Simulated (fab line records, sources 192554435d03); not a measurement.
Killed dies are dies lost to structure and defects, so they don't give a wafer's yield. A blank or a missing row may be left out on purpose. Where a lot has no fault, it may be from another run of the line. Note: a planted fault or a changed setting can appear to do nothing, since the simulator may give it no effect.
fab line records	flow n5Finfet
[record] lots = 6	wafers = 18	lastDay = 17
route steps=1938 shown BEOL_M9@1419
lots untouched by any fault: they come from a run of this same line in which no faults occurred
startH: hours from the record's first day to the start of the lot's first wafer shown	waitH: hours since the lot's step before	" identical to the entry in the row above	L1.1+2: one row covering several wafers at once	- no value, or no start given	* or withheld: withheld	< > ~ a bound
route shown NAME@n: NAME is a module with steps in the file, n the number in the route of the first one	usual: mean/standard deviation of fault-free wafers	same: alike in all rows	chamber/n: place in a boat	sites: per-site readings	_std_site: standard deviation of those values	_edge_site: the outer-site mean with the inner-site mean subtracted	radiusMm: how far each site lies from the wafer's centre	mask NAME#n: copy n	behind: the most recent tool/chamber to have shaped the wafer	hold: cause of the lot's hold/its duration in hours/its outcome	device: which transistor (n, p or np) failed to switch	end of line: tests of these same wafers at the route's end	for a step that has no rows: nothing shown but its recipe	killed: dies that structure and defects cost at the first sort, which is not the same as the wafer's yield	map: a wafer's dies, x killed, . not, _ none there
set.NAME: the setting that was run; set.NAME@STEP: the one run at that earlier step	model.NAME: the simulator's own value behind a step, which no gauge read
lots seen at some steps along the route; tables by step, rows by wafer
services: from which hour (startH, from the record's first day; less than 0 if before it) a tool's chamber was out of use, for how many hours, and why
[[steps]]
[step N5_BEOL_M9_ETCH_62]
[recipe] chemistry = N2/H2	target = SOC	targetDepthA = 1100	overetchA = 220	maskMaterial = SiARC	tempC = 40	timeS = 165	ionEnergyEv = 200	pressureMtorr = 30	sourceW = 840	biasW = 150	n2FlowSccm = 200	h2FlowSccm = 200
[usual] biasW = 150.0/0.43	drypumpMotorCurrentA = 5.42/0.29	oesProductAu = 0.68/0.08	rfVppV = 524.5/1.9	showerheadPlenumPTorr = 2.57/0.064	throttleValvePct = 17.81/0.3
lot.wafer	tool	chamber	startH	waitH	biasW	drypumpMotorCurrentA	oesProductAu	rfHoursCounterH	rfVppV	showerheadPlenumPTorr	throttleValvePct
L897.1	rieDiel-03	0	259.78	0.1	149.7	5.92	0.60	218	523.1	2.51	17.55
L897.2	"	1	"	"	150.0	5.26	0.67	84	526.6	2.67	17.61
L897.4	"	0	"	"	149.6	5.93	0.60	-	522.2	2.50	17.54
L896.2	rieDiel-05	0	265.06	0.0	150.2	5.04	0.81	15	525.7	2.62	17.88
L896.4	"	3	"	"	150.4	5.30	0.60	187	522.5	2.52	17.99
L896.5	"	2	"	"	149.9	5.72	0.76	-	527.5	2.59	17.67
L900.2	rieDiel-03	3	272.56	0.0	150.2	5.15	0.80	7	525.5	2.62	17.81
L900.4	"	0	"	"	150.7	5.93	0.59	222	523.0	2.50	17.56
L900.5	"	1	"	"	149.8	5.30	0.67	-	527.8	2.66	17.63
L899.2	rieDiel-06	0	272.87	0.0	149.8	5.13	0.61	179	526.3	2.66	17.92
L899.3	"	1	"	"	149.9	5.45	0.75	24	525.2	2.60	17.54
L899.6	"	0	"	"	149.6	5.09	0.60	-	527.0	2.66	17.92
L908.2	rieDiel-03	1	341.88	0.0	150.2	5.28	0.65	110	526.9	2.65	17.66
L908.4	"	0	"	"	150.1	5.94	0.59	243	523.8	2.49	17.61
L908.6	"	2	"	"	149.8	5.27	0.75	-	521.0	2.49	17.73
L911.2	rieDiel-06	1	348.37	0.0	150.0	5.47	0.73	46	523.9	2.59	17.60
L911.5	"	1	"	"	150.1	5.48	0.72	-	525.2	2.59	17.58
L911.6	"	0	"	"	149.4	5.09	0.59	-	527.7	2.65	17.96
[step N5_BEOL_M9_STRIP_68]
[recipe] chemistry = N2/H2	tempC = 40	n2FlowSccm = 200	h2FlowSccm = 200	rfFrequencyHz = 6e+07
[step N5_BEOL_M9_STRIP_67]
[recipe] chemistry = CF4	resist = SiARC	powerW = 300	biasPowerW = 75	pressureMtorr = 50	cf4FlowSccm = 150	rfFrequencyHz = 6e+07
[usual] drypumpMotorCurrentA = 5.41/0.29	oesProductAu = 0.80/0.095	rfVppV = 271.4/1.3	showerheadPlenumPTorr = 1.81/0.044	throttleValvePct = 13.52/0.25
lot.wafer	tool	chamber	startH	waitH	drypumpMotorCurrentA	oesProductAu	rfHoursCounterH	rfVppV	showerheadPlenumPTorr	throttleValvePct
L897.1	rieDiel-03	0	260.00	0.0	5.92	0.71	218	271.7	1.76	13.46
L897.2	"	1	"	"	5.27	0.79	84	271.3	1.90	13.58
L897.4	"	0	"	"	5.92	0.70	-	271.6	1.76	13.45
L896.2	rieDiel-05	0	265.21	0.0	5.02	0.95	15	269.7	1.83	13.48
L896.4	"	3	"	"	5.31	0.71	187	271.3	1.77	13.64
L896.5	"	2	"	"	5.67	0.89	-	271.1	1.82	13.18
L900.2	rieDiel-03	3	272.70	0.0	5.13	0.93	7	271.8	1.83	13.42
L900.4	"	0	"	"	5.93	0.70	222	270.6	1.76	13.47
L900.5	"	1	"	"	5.28	0.78	-	273.2	1.90	13.59
L899.2	rieDiel-06	0	273.02	0.0	5.09	0.72	179	271.7	1.84	13.55
L899.3	"	1	"	"	5.44	0.88	24	271.0	1.83	13.35
L899.6	"	0	"	"	5.10	0.71	-	272.7	1.84	13.55
L908.2	rieDiel-03	1	342.03	0.0	5.28	0.76	110	274.7	1.89	13.62
L908.4	"	0	"	"	5.93	0.69	243	271.0	1.75	13.52
L908.6	"	2	"	"	5.22	0.89	-	271.2	1.76	13.34
L911.2	rieDiel-06	1	348.51	0.0	5.42	0.85	46	270.6	1.82	13.38
L911.5	"	1	"	"	5.46	0.85	-	272.6	1.82	13.40
L911.6	"	0	"	"	5.06	0.70	-	273.4	1.84	13.60
[step N5_BEOL_M9_HM_OPEN_17]
[recipe] chemistry = Cl2/BCl3	targetDepthA = 200	overetchA = 60	target = TiN	maskMaterial = SOC	ionEnergyEv = 150	pressureMtorr = 10	icpW = 1000	biasW = 126	Cl2_flow_sccm = 53.25	bcl3FlowSccm = 21.75	Ar_flow_sccm = 25
[usual] biasW = 125.9/0.36	drypumpMotorCurrentA = 5.5/0.42	mfcArSccm = 24.99/0.075	oesProductAu = 0.66/0.1	throttleValvePct = 22.15/0.21
lot.wafer	tool	chamber	startH	waitH	biasW	drypumpMotorCurrentA	mfcArSccm	oesProductAu	rfHoursCounterH	throttleValvePct
L897.1	rieMetal-03	1	260.06	0.0	126.5	5.6	25.13	0.58	83	22.46
L897.2	"	0	"	"	126.2	6.0	24.96	0.80	6	21.97
L897.4	"	1	"	"	126.4	5.5	25.06	0.58	-	22.48
L896.2	rieMetal-01	1	265.25	0.0	125.7	5.7	24.96	0.73	22	22.48
L896.4	"	1	"	"	126.0	5.7	25.05	0.73	-	22.47
L896.5	"	1	"	"	126.0	5.7	25.05	0.74	-	22.47
L900.2	rieMetal-02	1	272.74	0.0	125.9	5.7	25.04	0.54	120	22.29
L900.4	"	1	"	"	126.1	5.7	24.96	0.53	-	22.28
L900.5	"	1	"	"	125.5	5.7	25.05	0.54	-	22.27
L899.2	rieMetal-02	1	273.06	0.0	125.5	5.7	24.97	0.55	120	22.29
L899.3	"	1	"	"	126.0	5.7	24.86	0.54	-	22.26
L899.6	"	0	"	"	126.0	4.9	25.03	0.56	-	22.01
L908.2	rieMetal-03	0	342.07	0.0	126.3	5.9	24.89	0.76	14	21.99
L908.4	"	1	"	"	125.4	5.6	25.12	0.57	-	22.49
L908.6	"	0	"	"	125.9	6.0	24.99	0.76	-	21.98
L911.2	rieMetal-02	1	348.55	0.0	126.0	5.7	25.00	0.77	5	22.09
L911.5	"	0	"	"	125.3	4.9	25.07	0.56	-	22.02
L911.6	"	1	"	"	126.0	5.7	24.90	0.78	-	22.08
[step N5_BEOL_M9_STRIP_19]
[recipe] chemistry = O2	powerW = 400	tempC = 40	pressureMtorr = 30	rfFrequencyHz = 6e+07	biasPowerW = 0	overashFraction = 0.2	o2FlowSccm = 225
[usual] drypumpMotorCurrentA = 5.41/0.29	oesProductAu = 0.80/0.1	rfVppV = 3.6/0.58	showerheadPlenumPTorr = 2.11/0.052	throttleValvePct = 16.62/0.23
lot.wafer	tool	chamber	startH	waitH	drypumpMotorCurrentA	oesProductAu	rfHoursCounterH	rfVppV	showerheadPlenumPTorr	throttleValvePct
L897.1	rieDiel-03	1	260.17	0.1	5.28	0.79	84	3.7	2.21	16.64
L897.2	"	0	"	"	5.92	0.69	218	3.3	2.07	16.53
L897.4	"	1	"	"	5.30	0.79	-	3.6	2.21	16.63
L896.2	rieDiel-06	1	265.44	0.2	5.48	0.92	22	3.9	2.13	16.37
L896.4	"	2	"	"	5.91	0.72	213	2.9	2.08	17.06
L896.5	"	0	"	"	5.07	0.72	-	3.8	2.19	16.69
L900.2	rieDiel-05	0	272.88	0.1	5.00	0.96	17	3.8	2.12	16.50
L900.4	"	1	"	"	5.44	0.88	52	4.7	2.05	16.30
L900.5	"	0	"	"	5.01	0.96	-	3.5	2.12	16.49
L899.2	rieDiel-03	1	273.18	0.1	5.28	0.77	88	3.3	2.21	16.63
L899.3	"	3	"	"	5.19	0.95	7	4.2	2.13	16.44
L899.6	"	0	"	"	5.94	0.70	-	2.4	2.07	16.51
L908.2	rieDiel-03	1	342.18	0.1	5.28	0.76	110	3.3	2.20	16.68
L908.4	"	3	"	"	5.13	0.89	30	3.7	2.12	16.48
L908.6	"	0	"	"	5.93	0.67	-	3.0	2.06	16.58
L911.2	rieDiel-05	0	348.67	0.1	5.01	0.91	41	3.1	2.11	16.57
L911.5	"	1	"	"	5.44	0.84	-	3.9	2.04	16.37
L911.6	"	0	"	"	5.01	0.92	-	3.9	2.11	16.56
[step N5_BEOL_M9_CD_MEAS_18]
[recipe] pitchNm = 140	targetCdNm = 70
[usual] cdNm = 70.0/0.54
lot.wafer	tool	chamber	startH	waitH	cdNm
L897.1	cdSem-02	-	260.26	0.1	69.9
L897.2	"	-	"	"	70.0
L897.4	"	-	"	"	69.8
L896.2	cdSem-01	-	265.51	0.1	70.1
L896.4	"	-	"	"	70.0
L896.5	"	-	"	"	70.0
L900.2	cdSem-03	-	272.95	0.1	70.7
L900.4	"	-	"	"	69.9
L900.5	"	-	"	"	69.4
L899.2	cdSem-02	-	273.25	0.1	70.3
L899.3	"	-	"	"	70.2
L899.6	"	-	"	"	69.7
L908.2	cdSem-03	-	342.25	0.1	69.6
L908.4	"	-	"	"	70.3
L908.6	"	-	"	"	70.1
L911.2	cdSem-03	-	348.75	0.1	69.9
L911.5	"	-	"	"	69.1
L911.6	"	-	"	"	69.8
[step N5_BEOL_M9_COAT_63]
[recipe] resist = SOC	tempC = 250	timeS = 60	spinRpm = 1500	resistThkNm = 60
[step N5_BEOL_M9_COAT_64]
[recipe] resist = SiARC	tempC = 220	timeS = 60	spinRpm = 1500	resistThkNm = 12
[step N5_BEOL_M9_COAT_75]
[recipe] resist = underlayer	tempC = 205	timeS = 60	spinRpm = 1500	resistThkNm = 5
[step N5_BEOL_M9_COAT_22]
[recipe] resist = CAR-EUV	spinRpm = 1500	resistThkNm = 30
[step N5_BEOL_M9_EBR_24]
[recipe] solvent = PGMEA	ebrWidthMm = 1.5
[step N5_BEOL_M9_SOFTBAKE_23]
[recipe] tempC = 110	timeS = 60	resist = CAR-EUV
[step N5_BEOL_M9_EXPOSE_25]
[recipe] maskId = V8	na = 0.33	sourceShape = annular	sigmaInner = 0.4	sigmaOuter = 0.8	polarization = unpolarized	doseMj = 37.25
[usual] exposureDoseMJCm2 = 37.12/0.038	focusOffsetNm = 0.0/0.6
lot.wafer	tool	chamber	startH	waitH	mask	exposureDoseMJCm2	focusOffsetNm
L897.1	euvScanner-01	0	263.51	-	V8#0	37.19	0.4
L897.2	"	0	"	"	V8#0	37.18	-0.1
L897.4	"	0	"	"	V8#0	37.17	0.0
L896.2	euvScanner-01	0	266.25	-	V8#0	37.13	0.3
L896.4	"	0	"	"	V8#0	37.05	0.4
L896.5	"	0	"	"	V8#0	37.08	0.9
L900.2	euvScanner-01	-	274.33	-	V8#0	-	-
L900.4	"	-	"	"	V8#0	-	-
L900.5	"	-	"	"	V8#0	-	-
L899.2	euvScanner-01	-	274.37	-	V8#0	-	-
L899.3	"	-	"	"	V8#0	-	-
L899.6	"	-	"	"	V8#0	-	-
L908.2	euvScanner-01	0	343.05	-	V8#0	37.17	0.3
L908.4	"	0	"	"	V8#0	37.18	0.5
L908.6	"	0	"	"	V8#0	37.11	0.1
L911.2	euvScanner-02	0	350.29	-	V8#0	37.11	0.4
L911.5	"	0	"	"	V8#0	37.14	-0.2
L911.6	"	0	"	"	V8#0	37.15	-0.4
[step N5_BEOL_M9_PEB_26]
[recipe] pebTempC = 100	pebTimeS = 60	resist = CAR-EUV
[[services]]
tool	chamber	startH	hours	kind
euvScanner-01	-	239.03	1.0	pm
rieDiel-03	2	249.30	-	clean
rieDiel-03	2	249.30	-	consumableReplace:focusRing
rieDiel-03	2	249.30	16.8	scheduledDown
rieDiel-03	2	249.30	16.8	ventCycle
euvScanner-01	-	250.34	4.6	pm
rieDiel-03	-	252.99	2.8	pm
rieDiel-03	3	257.10	10.3	repair
euvScanner-01	0	273.81	-	calibration
rieDiel-03	0	275.51	4.4	repair
rieMetal-02	1	276.70	-	clean
rieMetal-02	1	276.70	22.4	scheduledDown
rieMetal-02	1	276.70	22.4	ventCycle
rieDiel-03	-	281.98	0.1	repair
rieDiel-06	0	287.29	12.3	repair
euvScanner-02	-	288.29	1.0	pm
rieDiel-05	2	295.07	17.0	repair
euvScanner-01	-	295.18	1.0	pm
rieDiel-05	2	316.07	4.0	repair
rieDiel-03	3	317.28	3.7	repair
euvScanner-02	-	333.13	11.1	repair
euvScanner-02	-	344.44	1.0	pm
[[key]]
[firstSign] step = N5_BEOL_M9_EXPOSE_25	reading = toolRecord	direction = missing
effect none on later readings
metAt N5_BEOL_M9_EXPOSE_25
struckWafers L899.2,L899.3,L899.6,L900.2,L900.4,L900.5
laterRowsLeftOut L899.2,L899.3,L899.6,L900.2,L900.4,L900.5
sortLeftOut L899.2,L899.3,L899.6,L900.2,L900.4,L900.5
onsetBetween 266.25 274.33
[fault] kind = skippedStepWhole	tool = euvScanner-01	chamber = -	onsetH = 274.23	steps = N5_BEOL_M9_EXPOSE_25	scope = struckLotsOnly
// sortLeftOut: the simulated sort isn't trusted on such a fault, so these wafers' sort isn't shown, and their yield isn't known
// laterRowsLeftOut: the simulator's readings of these wafers behind a module that went badly wrong aren't trusted and aren't shown, but for the sort
